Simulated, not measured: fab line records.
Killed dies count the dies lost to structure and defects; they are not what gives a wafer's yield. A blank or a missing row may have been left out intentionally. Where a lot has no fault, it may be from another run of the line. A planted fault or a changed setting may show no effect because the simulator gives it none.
fab line records	flow nand-harc
record: lots: 7	wafers: 21	last-day: 32
route steps=1302 shown A_STAIRCASE@705 END@1302
lots that met no fault: from a run of the same line without faults
start-h: hours from the record's first day to the start of the lot's first wafer shown	wait-h: hours from the lot's prior step to this one	" same as the row above	L1.1+2: several wafers, shown together as one row	- value missing, or start not given	* or withheld: withheld	< > ~ a bound
route shown NAME@n: NAME is a module with steps in the file, n the number in the route of the first one	usual: mean/standard deviation of fault-free wafers	same: alike in all rows	chamber/n: place in a boat	sites: per-site readings	_std_site: their standard deviation	_edge_site: mean of outer sites minus mean of inner sites	radius-mm: for every site, how far away it sits from the centre of the wafer	mask NAME#n: copy n	behind: the last tool/chamber to shape the wafer	hold: the reason the lot was held/the length of the hold in hours/how it ended	device: which transistor (n, p or np) failed to switch	end of line: the same wafers' tests at the end of the route	a step given without rows: its recipe and nothing more	killed: not the wafer's yield, but the dies lost to structure and defects at the first sort	map: shows each die of a wafer: x if killed, . if not, _ if none is there
set.NAME: setting as actually run; set.NAME@STEP: the setting as run at that earlier step	model.NAME: the simulator's own value behind a step, which no gauge read
lots at selected steps of the route; one table per step, one row per wafer
services: from which hour (start-h, from the record's first day; less than 0 if before it) a tool's chamber was out of use, for how many hours, and why
== steps ==
step: NHARC_A_STAIRCASE_TRIM_191
recipe: time-s: 211.2	o2-flow-sccm: 500	ar-flow-sccm: 0	bias-w: 0	chemistry: O2
step: NHARC_A_STAIRCASE_ETCH_192
recipe: target-depth-a: 1000	time-s: 40.5	ion-energy-ev: 400	c4f8-flow-sccm: 20	o2-flow-sccm: 10	ar-flow-sccm: withheld	rf-w: 600	bias-w: 1000	chemistry: C4F8/O2
step: NHARC_A_STAIRCASE_TRIM_193
recipe: time-s: 211.2	o2-flow-sccm: 500	ar-flow-sccm: 0	bias-w: 0	chemistry: O2
usual: drypump-motor-current-A: 5.7/0.34	oes-product-au: 0.999/0.011	rf-vpp-V: 57.9/1	showerhead-plenum-p-Torr: 3.59/0.12	throttle-valve-pct: 17.036/0.01
lot.wafer	tool	chamber	start-h	wait-h	drypump-motor-current-A	oes-product-au	rf-hours-counter-h	rf-vpp-V	showerhead-plenum-p-Torr	throttle-valve-pct
L322.3	rie-diel-13	2	-	-	5.5	1.017	6	57.0	3.56	17.037
L322.5	"	3	"	"	5.9	1.004	-	56.1	3.57	17.035
L322.6	"	0	"	"	5.3	1.002	-	56.5	3.61	17.040
L326.4	rie-diel-13	1	-	-	5.9	1.004	23	57.4	3.74	17.049
L326.1	"	3	"	"	5.9	1.016	25	59.2	3.56	17.019
L326.6	"	2	"	"	5.5	1.013	-	57.0	3.55	17.044
L327.4	rie-diel-01	1	-	-	6.0	0.984	12	58.7	3.56	17.043
L327.2	"	2	"	"	5.5	0.991	11	56.1	3.49	17.058
L327.1	"	3	"	"	6.1	0.983	11	58.6	3.74	17.029
L328.1	rie-diel-06	3	-	-	5.3	1.010	39	57.7	3.51	17.040
L328.3	"	2	"	"	6.2	0.985	44	58.3	3.54	17.022
L328.6	"	3	"	"	5.3	1.008	-	56.8	3.51	17.026
L330.1	rie-diel-13	3	-	-	6.0	1.017	43	57.9	3.55	17.035
L330.4	"	0	"	"	5.3	0.994	43	58.7	3.59	17.029
L330.2	"	1	"	"	5.9	1.011	42	58.1	3.73	17.026
L332.3	rie-diel-06	2	-	-	6.3	0.994	49	57.8	3.54	17.045
L332.4	"	3	"	"	5.3	1.004	44	58.1	3.51	17.046
L332.1	"	0	"	"	5.3	1.006	49	56.8	3.39	17.044
L342.1	rie-diel-01	2	-	-	5.5	0.986	0	56.6	3.46	17.025
L342.6	"	1	"	"	6.0	0.978	-	58.6	3.54	17.034
L342.5	"	2	"	"	5.5	0.981	-	56.6	3.46	17.037
step: NHARC_A_STAIRCASE_ETCH_194
recipe: target-depth-a: 1000	time-s: 40.5	ion-energy-ev: 400	c4f8-flow-sccm: 20	o2-flow-sccm: 10	ar-flow-sccm: withheld	rf-w: 600	bias-w: 1000	chemistry: C4F8/O2
usual: oes-product-au: 0.943/0.011	rf-vpp-V: 898/4.5
lot.wafer	tool	chamber	start-h	wait-h	oes-product-au	rf-hours-counter-h	rf-vpp-V
L322.3	rie-diel-13	3	-	-	0.930	6	898
L322.6	"	2	"	"	0.936	-	897
L322.5	"	3	"	"	0.941	-	898
L326.4	rie-diel-13	2	-	-	0.949	24	898
L326.1	"	0	"	"	0.944	24	898
L326.6	"	2	"	"	0.961	-	895
L327.4	rie-diel-01	1	-	-	0.937	12	896
L327.2	"	2	"	"	0.946	11	893
L327.1	"	3	"	"	0.949	11	904
L328.1	rie-diel-06	2	-	-	0.927	44	896
L328.3	"	0	"	"	0.951	44	892
L328.6	"	3	"	"	0.950	-	896
L330.1	rie-diel-13	3	-	-	0.960	43	896
L330.2	"	1	"	"	0.953	42	903
L330.4	"	2	"	"	0.962	42	896
L332.1	rie-diel-06	0	-	-	0.952	49	890
L332.4	"	1	"	"	0.938	48	887
L332.3	"	3	"	"	0.952	44	895
L342.1	rie-diel-01	0	-	-	0.950	0	904
L342.5	"	3	"	"	0.940	-	903
L342.6	"	0	"	"	0.948	-	904
step: NHARC_A_STAIRCASE_TRIM_196
recipe: time-s: 211.2	o2-flow-sccm: 500	ar-flow-sccm: 0	bias-w: 0	chemistry: O2
usual: drypump-motor-current-A: 5.7/0.32	oes-product-au: 1.001/0.01	rf-vpp-V: 58.0/0.92	showerhead-plenum-p-Torr: 3.58/0.12	throttle-valve-pct: 17.037/0.0094
lot.wafer	tool	chamber	start-h	wait-h	drypump-motor-current-A	oes-product-au	rf-hours-counter-h	rf-vpp-V	showerhead-plenum-p-Torr	throttle-valve-pct
L322.3	rie-diel-13	0	367.68	0.1	5.3	0.996	6	57.1	3.61	17.030
L322.5	"	0	"	"	5.3	1.009	-	58.4	3.61	17.041
L322.6	"	1	"	"	5.9	1.003	-	57.4	3.75	17.054
L326.1	rie-diel-13	1	414.06	0.1	5.9	0.997	23	58.2	3.74	17.032
L326.4	"	3	"	"	5.9	1.013	25	57.0	3.56	17.032
L326.6	"	1	"	"	5.9	0.998	-	58.5	3.74	17.052
L327.1	rie-diel-13	3	435.19	0.1	6.0	1.010	31	57.5	3.56	17.044
L327.2	"	1	"	"	5.9	0.999	28	59.2	3.73	17.031
L327.4	"	2	"	"	5.5	1.006	28	59.3	3.55	17.030
L328.1	rie-diel-06	3	451.93	0.1	5.3	0.998	39	58.6	3.51	17.025
L328.3	"	1	"	"	5.6	0.999	43	57.3	3.27	17.038
L328.6	"	2	"	"	6.3	0.976	-	57.9	3.54	17.019
L330.4	rie-diel-13	2	464.53	0.1	5.6	0.994	42	58.4	3.54	17.036
L330.2	"	3	"	"	5.9	1.010	43	56.7	3.55	17.033
L330.1	"	0	"	"	5.3	0.986	43	58.6	3.59	17.042
L332.1	rie-diel-13	2	471.26	0.1	5.6	1.012	44	58.0	3.54	17.033
L332.4	"	0	"	"	5.3	0.989	45	57.4	3.58	17.041
L332.3	"	1	"	"	5.9	1.005	44	58.6	3.72	17.031
L342.1	rie-diel-06	1	570.35	0.1	5.6	1.010	28	59.8	3.79	17.023
L342.6	"	2	"	"	6.3	1.000	-	58.0	3.52	17.021
L342.5	"	3	"	"	5.3	0.995	-	56.9	3.49	17.047
step: NHARC_A_STAIRCASE_ETCH_197
recipe: target-depth-a: 1000	time-s: 40.5	ion-energy-ev: 400	c4f8-flow-sccm: 20	o2-flow-sccm: 10	ar-flow-sccm: withheld	rf-w: 600	bias-w: 1000	chemistry: C4F8/O2
step: NHARC_A_STAIRCASE_TRIM_198
recipe: time-s: 211.2	o2-flow-sccm: 500	ar-flow-sccm: 0	bias-w: 0	chemistry: O2
step: NHARC_A_STAIRCASE_ETCH_199
recipe: target-depth-a: 1000	time-s: 40.5	ion-energy-ev: 400	c4f8-flow-sccm: 20	o2-flow-sccm: 10	ar-flow-sccm: withheld	rf-w: 600	bias-w: 1000	chemistry: C4F8/O2
usual: oes-product-au: 0.944/0.013	rf-vpp-V: 898/4.6
lot.wafer	tool	chamber	start-h	wait-h	oes-product-au	rf-hours-counter-h	rf-vpp-V
L322.3	rie-diel-13	3	-	-	0.945	6	898
L322.6	"	0	"	"	0.924	-	900
L322.5	"	1	"	"	0.927	-	904
L326.4	rie-diel-13	2	-	-	0.951	24	897
L326.1	"	1	"	"	0.938	23	904
L326.6	"	2	"	"	0.958	-	896
L327.4	rie-diel-13	0	-	-	0.946	31	897
L327.2	"	1	"	"	0.967	28	905
L327.1	"	3	"	"	0.967	31	898
L328.3	rie-diel-06	1	-	-	0.932	43	887
L328.1	"	2	"	"	0.924	44	895
L328.6	"	1	"	"	0.932	-	887
L330.1	rie-diel-13	3	-	-	0.948	43	896
L330.2	"	0	"	"	0.934	43	897
L330.4	"	2	"	"	0.953	42	897
L332.4	rie-diel-13	0	-	-	0.935	46	898
L332.1	"	1	"	"	0.954	44	905
L332.3	"	3	"	"	0.956	46	897
L342.1	rie-diel-06	1	-	-	0.929	28	905
L342.6	"	3	"	"	0.930	-	894
L342.5	"	0	"	"	0.937	-	889
step: NHARC_A_STAIRCASE_TRIM_200
recipe: time-s: 211.2	o2-flow-sccm: 500	ar-flow-sccm: 0	bias-w: 0	chemistry: O2
step: NHARC_A_STAIRCASE_ETCH_201
recipe: target-depth-a: 1000	time-s: 40.5	ion-energy-ev: 400	c4f8-flow-sccm: 20	o2-flow-sccm: 10	ar-flow-sccm: withheld	rf-w: 600	bias-w: 1000	chemistry: C4F8/O2
usual: oes-product-au: 0.944/0.012	rf-vpp-V: 898/4.7
lot.wafer	tool	chamber	start-h	wait-h	oes-product-au	rf-hours-counter-h	rf-vpp-V
L322.3	rie-diel-13	0	-	-	0.944	6	898
L322.5	"	2	"	"	0.939	-	898
L322.6	"	3	"	"	0.948	-	898
L326.1	rie-diel-13	0	-	-	0.930	24	897
L326.4	"	3	"	"	0.962	25	897
L326.6	"	0	"	"	0.931	-	900
L327.4	rie-diel-13	1	-	-	0.952	28	903
L327.1	"	2	"	"	0.954	29	897
L327.2	"	0	"	"	0.945	31	897
L328.3	rie-diel-06	0	-	-	0.966	45	892
L328.1	"	3	"	"	0.935	39	896
L328.6	"	1	"	"	0.946	-	886
L330.4	rie-diel-13	2	-	-	0.948	42	897
L330.1	"	3	"	"	0.962	43	896
L330.2	"	0	"	"	0.938	43	898
L332.1	rie-diel-13	1	-	-	0.949	44	903
L332.3	"	3	"	"	0.961	46	896
L332.4	"	0	"	"	0.941	46	898
L342.1	rie-diel-06	1	-	-	0.943	28	905
L342.6	"	0	"	"	0.957	-	890
L342.5	"	1	"	"	0.940	-	906
step: NHARC_A_STAIRCASE_TRIM_202
recipe: time-s: 211.2	o2-flow-sccm: 500	ar-flow-sccm: 0	bias-w: 0	chemistry: O2
step: NHARC_A_STAIRCASE_ETCH_203
recipe: target-depth-a: 1000	time-s: 40.5	ion-energy-ev: 400	c4f8-flow-sccm: 20	o2-flow-sccm: 10	ar-flow-sccm: withheld	rf-w: 600	bias-w: 1000	chemistry: C4F8/O2
usual: oes-product-au: 0.942/0.011	rf-vpp-V: 898/4.5
lot.wafer	tool	chamber	start-h	wait-h	oes-product-au	rf-hours-counter-h	rf-vpp-V
L322.3	rie-diel-13	0	368.61	-	0.940	7	900
L322.5	"	0	"	"	0.941	-	898
L322.6	"	1	"	"	0.947	-	904
L326.4	rie-diel-13	0	414.97	-	0.931	24	900
L326.1	"	3	"	"	0.950	25	898
L326.6	"	0	"	"	0.936	-	898
L327.4	rie-diel-13	3	436.08	-	0.955	32	897
L327.1	"	1	"	"	0.959	28	905
L327.2	"	2	"	"	0.810	29	896
L328.3	rie-diel-06	1	452.79	-	0.947	43	885
L328.1	"	3	"	"	0.941	39	895
L328.6	"	1	"	"	0.940	-	886
L330.1	rie-diel-13	0	465.40	-	0.942	43	898
L330.4	"	1	"	"	0.953	42	904
L330.2	"	2	"	"	0.816	42	896
L332.4	rie-diel-13	1	472.15	-	0.948	44	904
L332.3	"	2	"	"	0.799	45	896
L332.1	"	0	"	"	0.937	46	898
L342.1	rie-diel-06	1	571.17	-	0.950	28	907
L342.6	"	1	"	"	0.947	-	905
L342.5	"	2	"	"	0.923	-	896
step: NHARC_END_SORT_01
recipe: temp-c: 25
usual: killed-at-array: 55/19	killed-at-other: 0.8/1.1	killed-at-periphery: 4.0/2.6	killed-dies: 60/20	killed-open: 3.4/1.7	killed-short: 2.6/1.5
same: gross-dies: 677
lot.wafer	tool	chamber	start-h	wait-h	killed-at-array	killed-at-other	killed-at-periphery	killed-dies	killed-open	killed-short
L327.2	prober-02	0	644.81	2.8	399	0	4	403	3	3
L332.3	prober-01	0	676.19	3.1	437	1	4	442	6	0
L330.2	prober-02	0	675.41	2.8	427	1	1	429	8	2
killed by level:class
L327.2 A_STAIRCASE:area-etch=323 A_SLIT:chamber-film-flake=31 A_CHANNEL_HOLE_D1:chamber-film-flake=27 A_CHANNEL_HOLE_D2:chamber-film-flake=6 A_WL_FILL:chamber-film-flake=4 P_M1:chamber-film-flake=3 P_M0:geometric-particle:open=1 A_ONON_D1:geometric-particle:short=1
L330.2 A_STAIRCASE:area-etch=359 A_CHANNEL_HOLE_D1:chamber-film-flake=32 A_STAIRCASE:chamber-film-flake=12 A_CHANNEL_HOLE_D2:chamber-film-flake=10 A_M0:geometric-particle:open=3 A_SGD_CUT:chamber-film-flake=3 A_SOURCE_PLATE:geometric-particle:open=2 A_CHANNEL_FILL_D1:chamber-film-flake=2
L332.3 A_STAIRCASE:area-etch=389 A_SLIT:chamber-film-flake=31 A_CHANNEL_HOLE_D1:chamber-film-flake=7 A_CONTACT:chamber-film-flake=3 P_M0:geometric-particle:open=2 A_CHANNEL_FILL_D2:chamber-film-flake=2 A_WL_FILL:geometric-particle:open=1 A_BLC:geometric-particle:open=1
map L327.2 (x killed, . not)
____________.____________
_________..x..x._________
_______..x....xxx._______
______..xx.x.xx..x.______
_____..x.xxx.x......_____
____x..xxxxx.x.xx..xx____
____x..x....x..x.xxxx____
___.x..xx.xx...xx..xx.___
___...x.xx..........xx___
__............xxxxxx.x.__
__xx.xxxxx.xx.xxxxx.x..__
_x.x.......xxxxx.x.xx.xx_
_x..x.xxx.xxx..x..xx.xx._
_.x.xx...x.xxxxx.xxxxx.x_
_xx..xx.xx..xxxxxx.x..xx_
_....x.x...x...xxxxx.x.._
.xxx.xxx.xxxx.xxx..xx..x.
x..x.xxxxxxxxx.xxxxxxxx..
x..xx.xxxxxxx.xxxxx.xx...
x.xxxxxxxxx.x.xx.xx.x....
xxxxxxxxxxx.x..x...x..xxx
_xxxxxxxxxxxxx.xxxxxxx.x_
_xxxxxxxxxxxx..x..xxxxx._
_xxxxx.xxx.x...xx...xx.x_
_xxxx.xxx..xxxx..xxx.xx._
_.x.xxxxxxx.x.x.....xx.x_
__xxx.xx.xxxxx..x..xx..__
__xxxxx.xxx.xx.x..xxx..__
___.xxx.xxx.x.xxxxxx.x___
___.x.xxx..xxxx.xxx..x___
____x.xx.x.xx.xxxxxx.____
____.xx...x.x..xxx..x____
_____.xxxxxxx.x.xx.._____
______.x...xxxxx.x.______
_______.x..xx.x.xx_______
_________..xxx.x_________
____________.____________
map L330.2 (x killed, . not)
____________.____________
_________......._________
_______.x.x..x..xx_______
______.....x.xx..xx______
_____.x..x......xx.._____
____........xxx.xx..x____
____.........xx.xxx.x____
___..x.x..x.xxx..x...x___
___....xxxxx.....xx.x.___
__x..x.x.x.xxxxx.xxxxx.__
__..x...xx.....x.xxx...__
_..x..xx.x.x.x.xx....xx._
_.....x.xx.xxx.xxx.xxx.._
_....xxxx.x.xxxxxxxxx.x._
_....xxxxxxxxxxx.xxxx.xx_
_.xxxxxxxx.xxx.xxxx..x.._
...x.xxxxxxxxxxxxxx..xxx.
x.xx.xx.xxxxxx.xxxxxxxx.x
...xxxxxxxxxxxxxxxxxx.xx.
x.xxxxxxxxxx.xxxxxxxx.xxx
xxxxxx..xxxxx.xxxxxx..xx.
_xxxxx.x.xxxx.xxxx.xxxx._
_xxxxxxxxxxx.xxxxxxxxx.x_
_xxxx.x..xxxxxxxxxxxxxx._
_xxxxxx.xx.xxxxxxxxx.xxx_
_.xxx.xxx.xxx.x.xx.xxxx._
__xxxxx..xxx.xxx.xx.x.x__
__xx..x.xx.xxxxxxxx.xxx__
___.xx.x.xxx.xxxxxxxxx___
___.....xxxxx.x.xxx.x.___
____.xxx.xxxxxxxxxxx.____
____x.x.x.xxx..xxxx..____
_____.x...x..x.xx.xx_____
______...x.x..xx..x______
_______...xx.x.xx._______
_________xxxxx.._________
____________x____________
== services ==
tool	chamber	start-h	hours	kind
rie-diel-13	0	351.00	-	clean
rie-diel-13	1	351.00	-	clean
rie-diel-13	2	351.00	-	clean
rie-diel-13	2	351.00	-	consumable-replace:focus-ring
rie-diel-13	3	351.00	-	clean
rie-diel-01	3	354.00	1.6	repair
rie-diel-06	1	370.89	3.9	repair
rie-diel-01	0	373.04	3.4	repair
rie-diel-13	0	375.66	-	clean
rie-diel-13	1	375.66	-	clean
rie-diel-13	2	375.66	-	clean
rie-diel-13	3	375.66	-	clean
rie-diel-01	-	380.82	9.0	pm
rie-diel-06	-	389.19	0.8	repair
rie-diel-13	0	400.20	-	clean
rie-diel-13	1	400.20	-	clean
rie-diel-13	2	400.20	-	clean
rie-diel-13	3	400.20	-	clean
rie-diel-06	2	401.85	4.8	repair
rie-diel-13	0	424.70	-	clean
rie-diel-06	0	429.63	4.8	repair
rie-diel-06	-	484.70	9.0	pm
rie-diel-13	-	519.00	9.0	pm
rie-diel-01	-	557.82	9.0	pm
== key ==
first-sign: step: NHARC_A_STAIRCASE_ETCH_203	reading: oes-product-au	direction: down	sigmas: 12	usual: 0.942	struck: 0.808
effect: step: NHARC_END_SORT_01	reading: killed-at-array	direction: up	sigmas: 19	usual: 55	struck: 421
more-kills-born-at: NHARC_A_STAIRCASE_ETCH_203@rie-diel-13: 1071
met-at NHARC_A_STAIRCASE_ETCH_203
struck-wafers L327.2,L330.2,L332.3
later-rows-left-out L330.2,L332.3
tester-left-out L327,L330,L332
onset-between 414.97 436.08
fault: kind: process-parameter-drift	tool: rie-diel-13	chamber: -	onset-h: 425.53	steps: NHARC_A_STAIRCASE_ETCH_203	channel: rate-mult	offset: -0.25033	shape: step	end-h: 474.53	scope: struck-wafers-only
tester-left-out: of these lots the tester's yield and bins aren't shown, on N5 and GAA mostly nor the transistor test; their killed dies are dies lost to structure and defects alone, not to doping, threshold or leakage, so they don't give the yield
later-rows-left-out: the simulator's readings of these wafers behind a module that went badly wrong aren't trusted and aren't shown, but for the sort
